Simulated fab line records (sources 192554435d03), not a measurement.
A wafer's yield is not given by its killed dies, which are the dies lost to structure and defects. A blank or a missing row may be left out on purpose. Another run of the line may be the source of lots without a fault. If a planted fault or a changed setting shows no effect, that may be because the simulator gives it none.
Split-lot trial / flow n5-finfet / 21 wafers read across 7 lots, on a route 1938 steps long

ABOUT THE SPLIT
At N5_GATE_CUT_ALD_22 (deposits SiNx, target thk 16 nm, pulse time 1 s, ald cycles 320), the setting ald-cycles was moved away from the recipe's 320 on 7 of the 21 wafers read, by -10.6% to +11.9%. All remaining wafers had this setting at the recipe value.

The reading comes from the split's own step.

THE READING
SiNx_of_GATE_CUT_ALD_22.thk-nm (the simulator's own value, which no gauge read), in nm, at N5_GATE_CUT_ALD_22 (deposits SiNx, target thk 16 nm, pulse time 1 s, ald cycles 320). The file gives no usual value for it. Across the 14 wafers here that went through the recipe, the average is 16.0 nm and the standard deviation 0.082 nm.

wafer=L076.1; tool, chamber at the split=ald-sin-04, 1; ald-cycles as run=358; against the recipe=+11.9%; SiNx_of_GATE_CUT_ALD_22.thk-nm, nm=18; against lot-mates on the recipe=+2.0
wafer=L076.2; tool, chamber at the split=ald-sin-04, 3; ald-cycles as run=358; against the recipe=+11.9%; SiNx_of_GATE_CUT_ALD_22.thk-nm, nm=17.8; against lot-mates on the recipe=+1.8
wafer=L076.4; tool, chamber at the split=ald-sin-04, 2; ald-cycles as run=320; against the recipe=recipe; SiNx_of_GATE_CUT_ALD_22.thk-nm, nm=16; against lot-mates on the recipe=-
wafer=L078.2; tool, chamber at the split=ald-sin-03, 0,3,1; ald-cycles as run=320; against the recipe=recipe; SiNx_of_GATE_CUT_ALD_22.thk-nm, nm=16; against lot-mates on the recipe=-
wafer=L078.3; tool, chamber at the split=ald-sin-03, 0,3,1; ald-cycles as run=320; against the recipe=recipe; SiNx_of_GATE_CUT_ALD_22.thk-nm, nm=16; against lot-mates on the recipe=-
wafer=L078.5; tool, chamber at the split=ald-sin-03, 0,3,1; ald-cycles as run=320; against the recipe=recipe; SiNx_of_GATE_CUT_ALD_22.thk-nm, nm=16; against lot-mates on the recipe=-
wafer=L085.4; tool, chamber at the split=ald-sin-03, 2,3; ald-cycles as run=320; against the recipe=recipe; SiNx_of_GATE_CUT_ALD_22.thk-nm, nm=16; against lot-mates on the recipe=-
wafer=L085.6; tool, chamber at the split=ald-sin-03, 2,3; ald-cycles as run=320; against the recipe=recipe; SiNx_of_GATE_CUT_ALD_22.thk-nm, nm=16; against lot-mates on the recipe=-
wafer=L085.5; tool, chamber at the split=ald-sin-03, 2; ald-cycles as run=320; against the recipe=recipe; SiNx_of_GATE_CUT_ALD_22.thk-nm, nm=15.8; against lot-mates on the recipe=-
wafer=L086.1; tool, chamber at the split=ald-sin-03, 1,0,2; ald-cycles as run=320; against the recipe=recipe; SiNx_of_GATE_CUT_ALD_22.thk-nm, nm=16; against lot-mates on the recipe=-
wafer=L086.3; tool, chamber at the split=ald-sin-03, 1,0,2; ald-cycles as run=320; against the recipe=recipe; SiNx_of_GATE_CUT_ALD_22.thk-nm, nm=16; against lot-mates on the recipe=-
wafer=L086.6; tool, chamber at the split=ald-sin-03, 1,0,2; ald-cycles as run=320; against the recipe=recipe; SiNx_of_GATE_CUT_ALD_22.thk-nm, nm=16; against lot-mates on the recipe=-
wafer=L092.1; tool, chamber at the split=ald-sin-03, 2; ald-cycles as run=334; against the recipe=+4.4%; SiNx_of_GATE_CUT_ALD_22.thk-nm, nm=16.6; against lot-mates on the recipe=+0.8
wafer=L092.2; tool, chamber at the split=ald-sin-03, 1; ald-cycles as run=320; against the recipe=recipe; SiNx_of_GATE_CUT_ALD_22.thk-nm, nm=15.8; against lot-mates on the recipe=-
wafer=L092.5; tool, chamber at the split=ald-sin-03, 1; ald-cycles as run=320; against the recipe=recipe; SiNx_of_GATE_CUT_ALD_22.thk-nm, nm=15.8; against lot-mates on the recipe=-
wafer=L093.2; tool, chamber at the split=ald-sin-02, 2; ald-cycles as run=286; against the recipe=-10.6%; SiNx_of_GATE_CUT_ALD_22.thk-nm, nm=14.4; against lot-mates on the recipe=-1.6
wafer=L093.6; tool, chamber at the split=ald-sin-02, 2; ald-cycles as run=286; against the recipe=-10.6%; SiNx_of_GATE_CUT_ALD_22.thk-nm, nm=14.4; against lot-mates on the recipe=-1.6
wafer=L093.4; tool, chamber at the split=ald-sin-02, 3; ald-cycles as run=320; against the recipe=recipe; SiNx_of_GATE_CUT_ALD_22.thk-nm, nm=16; against lot-mates on the recipe=-
wafer=L096.2; tool, chamber at the split=ald-sin-03, 3; ald-cycles as run=320; against the recipe=recipe; SiNx_of_GATE_CUT_ALD_22.thk-nm, nm=16; against lot-mates on the recipe=-
wafer=L096.3; tool, chamber at the split=ald-sin-03, 0; ald-cycles as run=296; against the recipe=-7.5%; SiNx_of_GATE_CUT_ALD_22.thk-nm, nm=14.8; against lot-mates on the recipe=-1.2
wafer=L096.4; tool, chamber at the split=ald-sin-03, 2; ald-cycles as run=296; against the recipe=-7.5%; SiNx_of_GATE_CUT_ALD_22.thk-nm, nm=14.6; against lot-mates on the recipe=-1.4
When a row names more than one chamber, that row covers several wafers, and the file does not tell which wafer ran in which chamber.

THE FIT
A straight line over all 21 wafers: SiNx_of_GATE_CUT_ALD_22.thk-nm changes by +0.158 nm for each +1% of ald-cycles; r = +0.99; the points scatter about the line by 0.098 nm.
The same after taking each lot's own level away (the mean of its wafers on the recipe; 21 wafers): +0.16 nm for each +1%; r = +1.00; scatter 0.078 nm.
According to that fit, moving ald-cycles by its largest amount changes the reading by 1.9 nm.
The lots' own levels span 15.80 to 16.00 nm, that is 2.4 times the standard deviation above.
Hence the lot-to-lot level has little effect on the slope; both slopes agree.
Check: +1.86 nm against its lot-mates is what the line predicts for one of the wafers moved furthest among these (+11.9%) when that wafer is left out of the fit. Against them it came out at +2 nm.

THE OTHER SPLITS THESE WAFERS WENT THROUGH
Before the reading, these wafers also passed through other splits. Each is held against what the fit with the lots' levels taken away leaves over:
other split on the same wafers=N5_SDB_EXPOSE_08 dose-mj; wafers away from the commonest value=4; r with SiNx_of_GATE_CUT_ALD_22.thk-nm (lot level and that fit taken away)=+0.33
other split on the same wafers=N5_HKMG_FIN_ETCH_55 time-s; wafers away from the commonest value=7; r with SiNx_of_GATE_CUT_ALD_22.thk-nm (lot level and that fit taken away)=+0.01

FILE'S OWN FIT
SiNx_of_GATE_CUT_ALD_22.thk-nm changes by +0.16 nm for each +1% of ald-cycles, r = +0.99.
